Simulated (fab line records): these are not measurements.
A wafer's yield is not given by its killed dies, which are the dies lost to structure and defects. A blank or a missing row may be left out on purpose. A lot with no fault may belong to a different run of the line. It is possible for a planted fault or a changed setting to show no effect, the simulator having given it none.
fab line records | flow n5Finfet
[record] lots = 7 wafers = 18 lastDay = 17
route steps=1938 shown BEOL_M3@999 BEOL_M4@1111 PASSIVATION@1936
lots with no fault: from the same line, run without faults
startH: hours from the record's first day to the start of the lot's first wafer shown | waitH: hours from the lot's prior step to this one | " repeats the value in the row above | L1.1+2: a single row standing in for several wafers | - no value, or no start given | * or withheld: withheld | < > ~ a bound
route shown NAME@n: a module of which the file shows steps, and the number in the route of the first | usual: mean and standard deviation over wafers with no fault | same: alike in all rows | chamber/n: place in a boat | sites: the reading at each site | _std_site: their standard deviation | _edge_site: outer sites' mean less inner sites' | radiusMm: how far each site lies from the wafer's centre | mask NAME#n: copy n | behind: the last tool/chamber to shape the wafer | hold: what put the lot on hold/how long, in hours/how the hold closed | device: transistor that didn't switch, given as n, p or np | end of line: tests of these same wafers at the route's end | step lacking rows: just its recipe | killed: count of dies lost to structure and defects at first sort (not the wafer's yield) | map: per-die view of a wafer (x killed, . not killed, _ where there is no die)
set.NAME: setting as actually run; set.NAME@STEP: the setting as run at that earlier step | model.NAME: the simulator's own value behind a step, which no gauge read
certain route steps with their lots: each step a table, each wafer a row
services: when a tool's chamber went out of use (startH, in hours from the record's first day, below 0 if earlier), for how many hours, and the reason
[[steps]]
[step N5_BEOL_M3_ANNEAL_82]
[recipe] tempC = 400 timeS = 240 ambient = vacuum
[step N5_BEOL_M3_SPUTTER_86]
[recipe] material = Cu targetThkA = 45 tempC = -20 chamberPressurePa = 0.07 powerW = withheld timeS = 8.29
[step N5_BEOL_M3_ANNEAL_87]
[recipe] tempC = 400 timeS = 240 ambient = vacuum
[step N5_BEOL_M3_SPUTTER_88]
[recipe] material = Cu targetThkA = 45 tempC = -20 chamberPressurePa = 0.07 powerW = withheld timeS = 8.29
[usual] throttleValvePct = 29.9/1.1
// columns lot.wafer tool chamber startH waitH throttleValvePct
L461.2 pvdSputter-01 - 148.02 0.1 29.3
L461.3 " - " " 31.1
L461.4 " - " " 29.8
L462.1 pvdSputter-03 - 156.06 0.1 28.4
L462.2 " - " " 32.2
L462.5 " - " " 32.0
L467.1 pvdSputter-02 - 205.64 0.1 31.3
L467.2 " - " " 28.6
L467.4 " - " " 29.5
L478.3 pvdSputter-01 - 256.29 0.1 29.6
L478.4 " - " " 29.5
L479.3 pvdSputter-02 - 274.95 0.1 29.7
L479.4 " - " " 28.6
L480.2 pvdSputter-01 - 275.45 0.1 29.7
L480.5 " - " " 31.0
L482.2 pvdSputter-03 - 292.44 0.1 28.6
L482.3 " - " " 29.7
L482.5 " - " " 31.6
[step N5_BEOL_M3_ANNEAL_89]
[recipe] tempC = 400 timeS = 240 ambient = vacuum
[usual] heaterPowerW = 809/86
// columns lot.wafer tool chamber startH waitH heaterPowerW
L461.2 pvdSputter-01 - 148.10 0.0 877
L461.3 " - " " 913
L461.4 " - " " 751
L462.1 pvdSputter-03 - 156.14 0.0 922
L462.2 " - " " 732
L462.5 " - " " 721
L467.1 pvdSputter-02 - 205.72 0.0 686
L467.2 " - " " 906
L467.4 " - " " 842
L478.3 pvdSputter-01 - 256.37 0.0 741
L478.4 " - " " 818
L479.3 pvdSputter-02 - 275.03 0.0 835
L479.4 " - " " 886
L480.2 pvdSputter-01 - 275.53 0.0 835
L480.5 " - " " 901
L482.2 pvdSputter-03 - 292.52 0.0 683
L482.3 " - " " 827
L482.5 " - " " 722
[step N5_BEOL_M3_SPUTTER_90]
[recipe] material = Cu targetThkA = 45 tempC = -20 chamberPressurePa = 0.07 powerW = withheld timeS = 8.29
[usual] throttleValvePct = 30.0/1.1
// columns lot.wafer tool chamber startH waitH throttleValvePct
L461.2 pvdSputter-01 - 148.24 0.1 29.4
L461.3 " - " " 30.9
L461.4 " - " " 29.9
L462.1 pvdSputter-03 - 156.28 0.1 28.6
L462.2 " - " " 31.9
L462.5 " - " " 31.8
L467.1 pvdSputter-02 - 205.86 0.1 31.4
L467.2 " - " " 28.8
L467.4 " - " " 29.6
L478.3 pvdSputter-01 - 256.51 0.1 29.9
L478.4 " - " " 29.8
L479.3 pvdSputter-02 - 275.17 0.1 29.5
L479.4 " - " " 28.8
L480.2 pvdSputter-01 - 275.67 0.1 29.7
L480.5 " - " " 31.0
L482.2 pvdSputter-03 - 292.66 0.1 28.5
L482.3 " - " " 29.9
L482.5 " - " " 31.8
[step N5_BEOL_M3_ANNEAL_91]
[recipe] tempC = 400 timeS = 240 ambient = vacuum
[usual] heaterPowerW = 812/86
// columns lot.wafer tool chamber startH waitH heaterPowerW
L461.2 pvdSputter-01 - 148.32 0.0 870
L461.3 " - " " 906
L461.4 " - " " 736
L462.1 pvdSputter-03 - 156.36 0.0 947
L462.2 " - " " 697
L462.5 " - " " 723
L467.1 pvdSputter-02 - 205.94 0.0 671
L467.2 " - " " 868
L467.4 " - " " 829
L478.3 pvdSputter-01 - 256.59 0.0 744
L478.4 " - " " 821
L479.3 pvdSputter-02 - 275.25 0.0 858
L479.4 " - " " 873
L480.2 pvdSputter-01 - 275.75 0.0 807
L480.5 " - " " 912
L482.2 pvdSputter-03 - 292.74 0.0 683
L482.3 " - " " 782
L482.5 " - " " 720
[step N5_BEOL_M3_SPUTTER_92]
[recipe] material = Cu targetThkA = 45 tempC = -20 chamberPressurePa = 0.07 powerW = withheld timeS = 8.29
[usual] throttleValvePct = 29.9/1.1
// columns lot.wafer tool chamber startH waitH throttleValvePct
L461.2 pvdSputter-01 - 148.46 0.1 29.4
L461.3 " - " " 31.1
L461.4 " - " " 29.9
L462.1 pvdSputter-03 - 156.50 0.1 28.7
L462.2 " - " " 31.6
L462.5 " - " " 31.7
L467.1 pvdSputter-02 - 206.08 0.1 31.5
L467.2 " - " " 28.7
L467.4 " - " " 29.6
L478.3 pvdSputter-01 - 256.73 0.1 30.0
L478.4 " - " " 29.7
L479.3 pvdSputter-02 - 275.39 0.1 29.7
L479.4 " - " " 28.9
L480.2 pvdSputter-01 - 275.89 0.1 29.8
L480.5 " - " " 31.1
L482.2 pvdSputter-03 - 292.88 0.1 28.7
L482.3 " - " " 29.6
L482.5 " - " " 31.8
[step N5_BEOL_M3_ANNEAL_93]
[recipe] tempC = 400 timeS = 240 ambient = vacuum
[step N5_BEOL_M3_SPUTTER_94]
[recipe] material = Cu targetThkA = 45 tempC = -20 chamberPressurePa = 0.07 powerW = withheld timeS = 8.29
[step N5_BEOL_M3_ANNEAL_95]
[recipe] tempC = 400 timeS = 240 ambient = vacuum
[step N5_BEOL_M3_SPUTTER_96]
[recipe] material = Cu targetThkA = 45 tempC = -20 chamberPressurePa = 0.07 powerW = withheld timeS = 8.29
[step N5_BEOL_M3_ECD_50]
[recipe] material = Cu targetThkA = 3000
// columns lot.wafer tool chamber startH waitH model.Cu_of_BEOL_M3_ECD_50.thkNm
L461.2 ecdCu-01 1 149.01 0.1 307.2
L461.3 " 1 " " 298.2
L461.4 " 0 " " 300.8
L462.1 ecdCu-01 1 157.06 0.1 294.2
L462.2 " 0 " " 300
L462.5 " 0 " " 297
L467.1 ecdCu-01 0 206.63 0.1 300.2
L467.2 " 1 " " 298
L467.4 " 1 " " 296.6
L478.3 ecdCu-01 0 257.31 0.1 479
L478.4 " 1 " " 300.8
L479.3 ecdCu-01 0 275.97 0.1 475
L479.4 " 1 " " 298.8
L480.2 ecdCu-01 0 276.45 0.1 479.6
L480.5 " 1 " " 299.6
L482.2 ecdCu-02 0 293.44 0.1 304.2
L482.3 " 0 " " 304.8
L482.5 " 1 " " 301
[step N5_BEOL_M3_ANNEAL_51]
[recipe] tempC = 225 timeS = 90 ambient = N2
[step N5_BEOL_M3_CMP_52]
[recipe] stopOn = SiOC tOverpolishS = 6.8 downForcePsi = 1 platenRpm = 50 clearingPlatenDownForcePsi = 1.5 clearingPlatenRpm = 50 postCmpClean = cuAlkaline targetThkNm = 40 clearingPlatenPadVelocityMS = 0.99484 padVelocityMS = 0.99484
[usual] clearingPlatenDownForcePsi = 1.5005/0.0027 motorCurrentA = 5.9/0.65 timeToEndpointS = 62/4.1
// columns lot.wafer tool chamber startH waitH clearingPlatenDownForcePsi motorCurrentA timeToEndpointS
L461.3 cmp-01 0 149.42 0.2 1.5010 5.9 60
L461.4 " 1 " " 1.5003 5.1 66
L461.2 " 3 " " 1.4993 6.0 66
L462.2 cmp-01 1 157.47 0.2 1.5023 5.0 67
L462.1 " 3 " " 1.4960 6.4 57
L462.5 " 0 " " 1.5020 6.2 54
L467.4 cmp-03 2 207.01 0.1 1.5026 7.6 59
L467.1 " 3 " " 1.5022 5.3 64
L467.2 " 1 " " 1.5000 5.8 59
L478.3 cmp-01 3 257.67 0.2 1.5020 6.1 98
L478.4 " 0 " " 1.5016 6.0 59
L479.3 cmp-03 0 276.41 0.3 1.4959 5.7 107
L479.4 " 1 " " 1.4997 5.6 64
L480.2 cmp-01 3 276.86 0.2 1.5048 6.1 101
L480.5 " 3 " " 1.5019 6.3 65
L482.2 cmp-03 0 293.83 0.2 1.4977 5.5 71
L482.3 " 1 " " 1.4981 5.9 62
L482.5 " 1 " " 1.4961 5.7 62
[step N5_BEOL_M3_THK_MEAS_53]
[recipe] thkMeasGauge = xrf reads = Cu_of_BEOL_M3_ECD_50
[usual] M3_THK = 39.5/2
// columns lot.wafer tool chamber startH waitH M3_THK[nm]
L461.2 filmMetro-02 - 149.71 - 39.3
L461.3 " - " " 37.8
L461.4 " - " " 42.3
L462.1 filmMetro-02 - 157.73 - 38.1
L462.2 " - " " 41.0
L462.5 " - " " 40.7
L467.1 filmMetro-02 - 207.30 - 40.2
L467.2 " - " " 41.6
L467.4 " - " " 40.5
L478.3 filmMetro-01 - 257.96 - 37.5
L478.4 " - " " 40.4
L479.3 filmMetro-02 - 276.63 - 40.9
L479.4 " - " " 40.9
L480.2 filmMetro-02 - 277.12 - 41.4
L480.5 " - " " 43.4
L482.2 filmMetro-01 - 294.12 - 42.5
L482.3 " - " " 41.4
L482.5 " - " " 43.0
[step N5_BEOL_M4_RC_MEAS_101]
[usual] DIBL_N = 37.5/2.5 DIBL_P = 38/3.1 IOFF_N = 0.19/0.059 IOFF_P = 0.24/0.061 ION_N = 679/16 ION_P = 465/9.8 SS_N = 72.0/0.8 SS_P = 73.7/0.86 VT_N = 248/4.5 VT_P = -249/3.5
// columns lot.wafer tool chamber startH waitH DIBL_N[mV/V] DIBL_P[mV/V] IOFF_N[nA/um] IOFF_P[nA/um] ION_N[uA/um] ION_P[uA/um] SS_N[mV/dec] SS_P[mV/dec] VT_N[mV] VT_P[mV]
L461.2 prober-02 0 163.50 0.2 38.2 37 0.18 0.21 675 457 72.1 73.4 252 -251
L461.3 " 0 " " 37.0 37 0.16 0.23 676 469 71.6 73.1 249 -249
L461.4 " 0 " " 41.6 42 0.28 0.30 683 459 73.3 74.7 246 -245
L462.1 prober-02 0 169.76 0.0 37.1 39 0.19 0.25 682 466 71.6 73.0 248 -248
L462.2 " 0 " " 33.9 35 0.13 0.19 666 461 71.2 72.9 255 -249
L462.5 " 0 " " 38.0 40 0.21 0.28 687 466 72.3 73.5 247 -247
L467.1 prober-01 0 215.28 0.0 39.4 41 0.22 0.28 692 471 72.9 74.1 248 -248
L467.2 " 0 " " 42.2 45 0.33 0.38 704 473 73.8 75.4 241 -243
L467.4 " 0 " " 42.3 44 0.35 0.34 714 472 74.2 75.5 240 -243
L478.3 prober-01 0 283.68 0.3 36.3 34 0.14 0.16 665 445 72.0 72.8 254 -256
L478.4 " 0 " " 38.9 38 0.21 0.23 677 451 72.5 74.4 247 -253
L479.3 prober-02 0 284.50 0.3 38.0 37 0.21 0.24 709 485 72.1 73.5 244 -247
L479.4 " 0 " " 37.5 36 0.19 0.23 665 453 71.9 73.7 248 -248
L480.2 prober-02 0 287.99 0.2 39.5 39 0.25 0.27 697 469 72.4 74.1 241 -250
L480.5 " 0 " " 37.6 37 0.19 0.24 690 466 71.6 73.2 246 -247
L482.2 prober-01 0 310.58 0.2 43.1 44 0.36 0.33 707 474 73.5 74.9 239 -246
L482.3 " 0 " " 38.4 39 0.19 0.22 678 460 71.5 74.5 250 -252
L482.5 " 0 " " 38.9 38 0.22 0.23 681 459 72.7 74.1 247 -251
[step N5_PASSIVATION_PROBE_49]
[usual] defectLimitedYield = 91.0/1.4 killed_at_M0_to_M3 = 35/10 killed_at_M4_up = 14/5.5 killedAtContacts = 13/5.6 killedAtFrontEnd = 41/11 killedAtOther = 4/3.4 killedDies = 106/16 killedOpen = 68/12 killedShort = 35/7.3 sort_bin_4_leakage = 0.3/2.1 sort_bin_5_function = 5.3/0.89 sort_bin_6_memory = 3.4/0.67 sortNPass = 1070/28 sortYieldPct = 90.7/2.4
[same] grossDies = 1180 killedAtBackSide = 0 sort_bin_8_speed[%] = 0
// columns lot.wafer tool chamber startH waitH defectLimitedYield[%] killed_at_M0_to_M3 killed_at_M4_up killedAtContacts killedAtFrontEnd killedAtOther killedDies killedOpen killedShort sort_bin_4_leakage[%] sort_bin_5_function[%] sort_bin_6_memory[%] sortNPass sortYieldPct[%]
L478.3 prober-02 - 397.70 0.1 88.4 56 19 11 42 9 137 94 41 0 5.9 5.3 1043 88.4
L478.4 prober-02 - 397.75 0.2 91.9 29 15 12 38 1 95 62 33 0 4.4 3.2 1085 91.9
// killed by level:class
L478.3 BEOL_M1:geometricParticle:open=12 BEOL_M0_SAQP:geometricParticle:open=10 BEOL_M3:geometricParticle:open=10 FIN_SAQP:geometricParticle:open=9 MOL_CONTACT_COAG:geometricParticle:open=9 BEOL_M2:geometricParticle:open=9 BEOL_M0_SAQP:geometricParticle:short=8 DUMMY_GATE:geometricParticle:open=8
L478.4 BEOL_M0_SAQP:geometricParticle:open=9 BEOL_M0_SAQP:geometricParticle:short=8 GATE_CUT:geometricParticle:short=7 MOL_CONTACT_COAG:geometricParticle:open=7 FIN_SAQP:geometricParticle:open=6 STI_FIN_REVEAL:geometricParticle:open=6 BEOL_M4:geometricParticle:open=6 MOL_CONTACT_COAG:geometricParticle:short=5
[[services]]
// columns tool chamber startH hours kind
pvdSputter-01 - 133.40 2.5 repair
cmp-03 - 149.96 3.7 repair
cmp-03 - 169.69 6.0 pm
cmp-03 - 197.42 0.9 repair
cmp-01 - 200.65 0.3 repair
cmp-01 - 203.69 1.4 repair
cmp-03 - 289.89 0.8 repair
cmp-01 - 291.28 3.5 repair
[[key]]
[firstSign] step = N5_BEOL_M3_CMP_52 reading = timeToEndpointS direction = up sigmas = 9.7 usual = * struck = *
effect none on later readings
[modelEffect] step = N5_BEOL_M3_ECD_50 value = Cu_of_BEOL_M3_ECD_50.thkNm without = 300.5 struck = 477.9
metAt N5_BEOL_M3_ECD_50
struckWafers L478.3,L479.3,L480.2
onsetBetween 206.63 257.31
[fault] kind = processParameterDrift tool = ecdCu-01 chamber = - onsetH = 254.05 steps = N5_BEOL_M3_ECD_50 channel = targetThkA offset = * shape = step endH = 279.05 scope = struckWafersOnly actsIn = * stated = *
